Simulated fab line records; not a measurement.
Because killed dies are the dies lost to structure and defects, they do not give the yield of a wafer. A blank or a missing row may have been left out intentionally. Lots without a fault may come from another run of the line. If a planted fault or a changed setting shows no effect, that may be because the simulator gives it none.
fab line records -- flow nandHarc
record: lots: 5, wafers: 14, lastDay: 24
route steps=1159 shown P_GATE@128
lots untouched by any fault: they come from a run of this same line in which no faults occurred
startH: hours from the record's opening day to when the first of the lot's shown wafers began -- waitH: hours elapsed since this lot's preceding step -- " unchanged from the row above -- L1.1+2: a row that stands for several wafers -- - no value present, or no start provided -- * or withheld: withheld -- < > ~ a bound
route shown NAME@n: a module of which the file shows steps, and the number in the route of the first -- usual: average and standard deviation across the fault-free wafers -- same: alike in all rows -- chamber/n: place in a boat -- sites: per-site readings -- _std_site: their standard deviation -- _edge_site: the outer-site mean with the inner-site mean subtracted -- radiusMm: how far each site lies from the wafer's centre -- mask NAME#n: copy n -- behind: tool/chamber where the wafer was last shaped -- hold: the reason the lot was held/the length of the hold in hours/how it ended -- device: transistor that didn't switch, given as n, p or np -- end of line: the route-end tests of the same wafers -- for a step that has no rows: nothing shown but its recipe -- killed: not the wafer's yield, but the dies lost to structure and defects at the first sort -- map: a wafer's dies, marking killed ones x, the rest . and places with no die _
set.NAME: the setting the step ran with; set.NAME@STEP: the setting that earlier step ran with -- model.NAME: the simulator's own value behind a step, which no gauge read
lots seen at some steps along the route; tables by step, rows by wafer
services: the hour from which a tool's chamber was out of use, counted from the record's first day as startH (under 0 if before that day), plus the number of hours and why
== steps ==
step: NHARC_P_GATE_SRD_72
step: NHARC_P_GATE_OXIDE_16
recipe: targetThkA: 30, tempC: 875, oxTimeS: 392, material: SiO2
step: NHARC_P_GATE_CVD_17
recipe: targetThkA: 1500, tempC: 620, timeS: 900, material: poly-Si
step: NHARC_P_GATE_HM_DEP_102
recipe: targetThkA: 1200, tempC: 400, material: aC
usual: throttleValvePct: 35.000/0.0088
lot.wafer,tool,chamber,startH,waitH,throttleValvePct
L199.1,aclDep-03,0,108.50,1.6,35.000
L199.5,aclDep-03,0,108.50,1.6,35.005
L199.6,aclDep-03,0,108.50,1.6,34.998
L205.3,aclDep-01,0,140.05,2.6,35.009
L205.4,aclDep-01,0,140.05,2.6,34.995
L205.6,aclDep-01,0,140.05,2.6,34.980
L214.1,aclDep-02,0,193.29,1.2,34.988
L214.6,aclDep-02,0,193.29,1.2,34.997
L216.2,aclDep-03,0,210.39,2.3,35.001
L216.3,aclDep-03,0,210.39,2.3,35.014
L216.5,aclDep-03,0,210.39,2.3,34.995
L218.2,aclDep-02,0,225.28,0.5,35.009
L218.3,aclDep-02,0,225.28,0.5,35.009
L218.5,aclDep-02,0,225.28,0.5,34.997
step: NHARC_P_GATE_DEP_103
recipe: targetThkA: 300, targetThkNm: 30, tempC: 400, flowSccm: 200, rfW: 350, material: SiON
usual: heaterPowerW: 792/120
lot.wafer,tool,chamber,startH,waitH,heaterPowerW,sinceWetCleanH
L199.1,pecvd-03,0,109.17,0.6,865,166
L199.6,pecvd-03,0,109.17,0.6,879,-
L199.5,pecvd-03,2,109.17,0.6,707,-
L205.4,pecvd-02,1,140.59,0.3,633,-
L205.3,pecvd-02,2,140.59,0.3,942,-
L205.6,pecvd-02,1,140.59,0.3,644,-
L214.1,pecvd-03,0,193.98,0.6,844,70
L214.6,pecvd-03,1,193.98,0.6,719,-
L216.2,pecvd-02,0,210.94,0.4,624,45
L216.3,pecvd-02,2,210.94,0.4,960,45
L216.5,pecvd-02,0,210.94,0.4,612,-
L218.2,pecvd-02,0,225.89,0.5,691,60
L218.3,pecvd-02,1,225.89,0.5,775,60
L218.5,pecvd-02,0,225.89,0.5,677,-
step: NHARC_P_GATE_DEHYDRATE_18
recipe: tempC: 150, timeS: 120
step: NHARC_P_GATE_HMDS_19
recipe: timeS: 30
step: NHARC_P_GATE_COAT_20
recipe: spinRpm: 1500, resistThkNm: 90
step: NHARC_P_GATE_SOFTBAKE_21
recipe: tempC: 105, timeS: 55
step: NHARC_P_GATE_EBR_22
step: NHARC_P_GATE_EXPOSE_23
recipe: na: 1.35, targetCdNm: 120, doseMj: 93.91, maskId: P_GATE
step: NHARC_P_GATE_PEB_24
recipe: pebTempC: 100, pebTimeS: 65
step: NHARC_P_GATE_DEVELOP_25
recipe: developTimeS: 35, devTempC: 23
usual: resistLineTempC: 23.00/0.1
lot.wafer,tool,chamber,startH,waitH,resistLineTempC
L199.1,lithoTrack-04,0,109,-,23.19
L199.5,lithoTrack-04,0,109,-,23.20
L199.6,lithoTrack-04,0,109,-,23.06
L205.3,lithoTrack-06,0,141,-,22.89
L205.4,lithoTrack-06,0,141,-,22.98
L205.6,lithoTrack-06,0,141,-,22.94
L214.1,lithoTrack-04,0,194,-,23.15
L214.6,lithoTrack-04,0,194,-,22.93
L216.2,lithoTrack-01,0,211,-,22.89
L216.3,lithoTrack-01,0,211,-,22.99
L216.5,lithoTrack-01,0,211,-,23.06
L218.2,lithoTrack-06,0,226,-,22.94
L218.3,lithoTrack-06,0,226,-,23.11
L218.5,lithoTrack-06,0,226,-,23.09
step: NHARC_P_GATE_CD_MEAS_26
recipe: targetCdNm: 120, landingEnergyEv: 500
usual: cdNm: 120.1/0.61
lot.wafer,tool,chamber,startH,waitH,cdNm
L199.1,cdSem-03,0,109.84,-,119.0
L199.5,cdSem-03,0,109.84,-,119.8
L199.6,cdSem-03,0,109.84,-,118.9
L205.3,cdSem-03,0,141.15,-,120.0
L205.4,cdSem-03,0,141.15,-,120.6
L205.6,cdSem-03,0,141.15,-,121.1
L214.1,cdSem-02,0,194.63,-,120.4
L214.6,cdSem-02,0,194.63,-,117.3
L216.2,cdSem-01,0,211.62,-,119.9
L216.3,cdSem-01,0,211.62,-,120.3
L216.5,cdSem-01,0,211.62,-,120.6
L218.2,cdSem-02,0,226.66,-,120.1
L218.3,cdSem-02,0,226.66,-,120.4
L218.5,cdSem-02,0,226.66,-,120.5
step: NHARC_P_GATE_OVL_MEAS_27
usual: overlayXNm: 0.2/0.89, overlayYNm: 0.2/0.76
lot.wafer,tool,chamber,startH,waitH,overlayXNm,overlayYNm
L199.1,overlay-01,-,109.93,-,0.4,0.2
L199.5,overlay-01,-,109.93,-,1.0,0.3
L199.6,overlay-01,-,109.93,-,1.0,0.7
L205.3,overlay-02,-,141.23,-,-0.8,0.1
L205.4,overlay-02,-,141.23,-,-0.8,0.0
L205.6,overlay-02,-,141.23,-,-0.9,0.3
L214.1,overlay-02,-,194.73,-,0.1,0.2
L214.6,overlay-02,-,194.73,-,0.1,0.8
L216.2,overlay-02,-,211.71,-,-0.6,0.0
L216.3,overlay-02,-,211.71,-,-0.9,-0.2
L216.5,overlay-02,-,211.71,-,-0.2,-0.1
L218.2,overlay-02,-,226.75,-,1.2,0.4
L218.3,overlay-02,-,226.75,-,1.1,0.4
L218.5,overlay-02,-,226.75,-,0.6,0.6
step: NHARC_P_GATE_INSPECT_28
usual: rawDefectCount: 6/3.4
lot.wafer,tool,chamber,startH,waitH,rawDefectCount
L199.1,defectInspect-01,-,109.97,0.0,3
L199.5,defectInspect-01,-,109.97,0.0,11
L199.6,defectInspect-01,-,109.97,0.0,6
L205.3,defectInspect-01,-,141.27,0.0,6
L205.4,defectInspect-01,-,141.27,0.0,3
L205.6,defectInspect-01,-,141.27,0.0,8
L214.1,defectInspect-02,-,194.77,0.0,6
L214.6,defectInspect-02,-,194.77,0.0,11
L216.2,defectInspect-01,-,211.74,0.0,7
L216.3,defectInspect-01,-,211.74,0.0,5
L216.5,defectInspect-01,-,211.74,0.0,7
L218.2,defectInspect-01,-,226.78,0.0,10
L218.3,defectInspect-01,-,226.78,0.0,11
L218.5,defectInspect-01,-,226.78,0.0,5
step: NHARC_P_GATE_DESCUM_31
recipe: timeS: 3, o2FlowSccm: 200, arFlowSccm: 0, biasPowerW: 0, chemistry: O2
usual: drypumpMotorCurrentA: 5.7/0.46, oesProductAu: 0.994/0.01, rfVppV: 57.9/0.89, showerheadPlenumPTorr: 1.93/0.087, throttleValvePct: 11.311/0.0097
same: timeS: 3
lot.wafer,tool,chamber,startH,waitH,drypumpMotorCurrentA,oesProductAu,rfHoursCounterH,rfVppV,showerheadPlenumPTorr,throttleValvePct,model.P_GATE.cdNm
L199.1,rieDiel-08,3,110.04,0.1,6.0,1.002,58,57.7,2.00,11.309,119.6
L199.5,rieDiel-08,3,110.04,0.1,6.0,1.006,-,57.9,2.00,11.329,119.6
L199.6,rieDiel-08,0,110.04,0.1,5.6,0.987,-,58.8,1.98,11.314,118.6
L205.4,rieDiel-08,3,141.37,0.1,6.0,0.990,4,57.0,1.99,11.317,120.5
L205.3,rieDiel-08,1,141.37,0.1,5.2,0.990,4,58.2,1.89,11.297,120.3
L205.6,rieDiel-08,0,141.37,0.1,5.5,0.996,-,57.5,1.97,11.310,120.6
L214.1,rieDiel-01,1,194.85,0.1,5.6,1.013,17,58.6,1.93,11.315,120.4
L214.6,rieDiel-01,0,194.85,0.1,6.0,0.996,-,58.0,2.07,11.298,117.3
L216.3,rieDiel-08,1,211.82,0.1,5.2,1.005,33,57.7,1.88,11.321,120.8
L216.2,rieDiel-08,2,211.82,0.1,5.6,1.017,30,58.2,1.77,11.310,119.7
L216.5,rieDiel-08,3,211.82,0.1,6.0,0.996,-,58.9,1.98,11.318,120.4
L218.3,rieDiel-07,2,226.85,0.1,5.5,0.998,31,57.8,1.86,11.325,120.5
L218.2,rieDiel-07,3,226.85,0.1,6.8,0.999,30,57.4,2.01,11.293,121.2
L218.5,rieDiel-07,2,226.85,0.1,5.5,1.011,-,56.9,1.86,11.311,120.9
step: NHARC_P_GATE_ETCH_104
recipe: targetDepthA: 600, timeS: withheld, cf4FlowSccm: 100, chf3FlowSccm: 30, arFlowSccm: 0, rfW: 500, biasW: 200, chemistry: CF4/CHF3
usual: drypumpMotorCurrentA: 5.7/0.46, oesProductAu: 0.939/0.024, rfVppV: 371.1/2.4, showerheadPlenumPTorr: 1.59/0.066, throttleValvePct: 16.801/0.0089
lot.wafer,tool,chamber,startH,waitH,drypumpMotorCurrentA,oesProductAu,rfVppV,showerheadPlenumPTorr,throttleValvePct,model.P_GATE.cdNm
L199.1,rieDiel-08,3,110.17,0.1,6.0,0.945,373.2,1.64,16.808,120.1
L199.5,rieDiel-08,3,110.17,0.1,6.0,0.946,372.4,1.64,16.800,120.1
L199.6,rieDiel-08,0,110.17,0.1,5.5,0.935,372.4,1.62,16.798,118.8
L205.3,rieDiel-08,1,141.54,0.1,5.2,0.940,369.7,1.55,16.798,120.8
L205.4,rieDiel-08,0,141.54,0.1,5.5,0.926,372.1,1.62,16.803,121.2
L205.6,rieDiel-08,1,141.54,0.1,5.2,0.932,370.0,1.55,16.795,121.4
L214.1,rieDiel-01,3,194.91,0.1,5.0,0.959,372.8,1.62,16.811,120.5
L214.6,rieDiel-01,0,194.91,0.1,6.0,0.954,375.7,1.70,16.795,117.7
L216.3,rieDiel-08,1,211.89,0.1,5.2,0.976,369.7,1.55,16.798,121
L216.2,rieDiel-08,3,211.89,0.1,6.0,0.964,373.3,1.63,16.796,120.3
L216.5,rieDiel-08,0,211.89,0.1,5.5,0.945,371.9,1.61,16.797,121
L218.3,rieDiel-07,2,226.94,0.1,5.5,0.971,368.2,1.53,16.806,121.1
L218.2,rieDiel-07,3,226.94,0.1,6.8,0.966,373.1,1.65,16.808,121.2
L218.5,rieDiel-07,1,226.94,0.1,5.4,0.940,373.9,1.67,16.798,121.3
step: NHARC_P_GATE_HM_OPEN_105
recipe: targetDepthA: 3600, o2FlowSccm: 400, cosFlowSccm: 20, arFlowSccm: 0, rfW: 500, biasW: 300, chemistry: O2/COS
usual: drypumpMotorCurrentA: 5.7/0.46, oesProductAu: 0.996/0.01, rfVppV: 467.7/2.8, showerheadPlenumPTorr: 3.15/0.13, throttleValvePct: 28.331/0.01
lot.wafer,tool,chamber,startH,waitH,drypumpMotorCurrentA,oesProductAu,rfHoursCounterH,rfVppV,showerheadPlenumPTorr,throttleValvePct
L199.1,rieDiel-08,0,-,-,5.5,0.992,58,469.9,3.22,28.323
L199.6,rieDiel-08,3,-,-,6.0,1.011,-,470.0,3.25,28.333
L199.5,rieDiel-08,0,-,-,5.6,1.002,-,468.7,3.22,28.325
L205.4,rieDiel-08,0,-,-,5.6,0.997,4,470.1,3.21,28.325
L205.3,rieDiel-08,1,-,-,5.2,0.997,4,464.8,3.08,28.299
L205.6,rieDiel-08,3,-,-,6.0,0.987,-,469.4,3.25,28.345
L214.1,rieDiel-01,2,-,-,5.5,1.000,17,468.4,3.10,28.328
L214.6,rieDiel-01,2,-,-,5.6,0.997,-,466.2,3.10,28.327
L216.3,rieDiel-08,3,-,-,6.0,0.996,34,469.1,3.23,28.344
L216.2,rieDiel-08,2,-,-,5.6,1.011,30,461.9,2.91,28.329
L216.5,rieDiel-08,3,-,-,6.0,0.999,-,469.5,3.23,28.324
L218.2,rieDiel-07,1,-,-,5.4,0.980,32,471.4,3.31,28.351
L218.3,rieDiel-07,2,-,-,5.5,1.007,31,465.5,3.03,28.325
L218.5,rieDiel-07,1,-,-,5.4,0.982,-,470.7,3.31,28.329
== services ==
tool,chamber,startH,hours,kind
lithoTrack-01,-,93.00,7.0,pm
rieDiel-08,0,105.15,-,clean
rieDiel-08,1,105.15,-,clean
rieDiel-08,2,105.15,-,clean
rieDiel-08,3,105.15,-,clean
rieDiel-08,2,107.24,12.5,repair
pecvd-03,-,111.49,13.0,pm
aclDep-01,-,114.03,13.0,pm
lithoTrack-06,-,117.00,7.0,pm
rieDiel-07,3,123.18,6.4,repair
rieDiel-08,-,124.80,9.0,pm
rieDiel-08,0,124.80,9.0,ventCycle
rieDiel-08,1,124.80,9.0,ventCycle
rieDiel-01,2,129.59,5.5,repair
aclDep-02,-,134.49,3.6,repair
rieDiel-01,-,138.37,9.0,pm
lithoTrack-04,-,141.00,7.0,pm
pecvd-02,-,153.01,13.0,pm
rieDiel-01,0,161.94,4.9,repair
rieDiel-08,2,164.66,7.4,repair
aclDep-02,-,168.43,13.0,pm
rieDiel-01,-,205.01,0.6,repair
rieDiel-01,3,213.66,4.4,repair
aclDep-03,-,223.42,13.0,pm
== key ==
firstSign: step: NHARC_P_GATE_CD_MEAS_26, reading: cdNm, direction: down, sigmas: 4.4, usual: 120.1, struck: 117.3
effect none on later readings
modelEffect: step: NHARC_P_GATE_DESCUM_31, value: P_GATE.cdNm, without: 119.3, struck: 117.3
modelEffect: step: NHARC_P_GATE_ETCH_104, value: P_GATE.cdNm, without: 119.8, struck: 117.7
metAt NHARC_P_GATE_DEVELOP_25
struckWafers L214.6
testerLeftOut L214
onsetBetween 109 194
fault: kind: processParameterDrift, tool: lithoTrack-04, chamber: -, onsetH: 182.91, steps: NHARC_P_GATE_DEVELOP_25, channel: developTimeS, offset: *, shape: step, endH: 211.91, scope: struckWafersOnly, actsIn: *, stated: *
testerLeftOut: of these lots the tester's yield and bins aren't shown, on N5 and GAA mostly nor the transistor test; their killed dies are dies lost to structure and defects alone, not to doping, threshold or leakage, so they don't give the yield
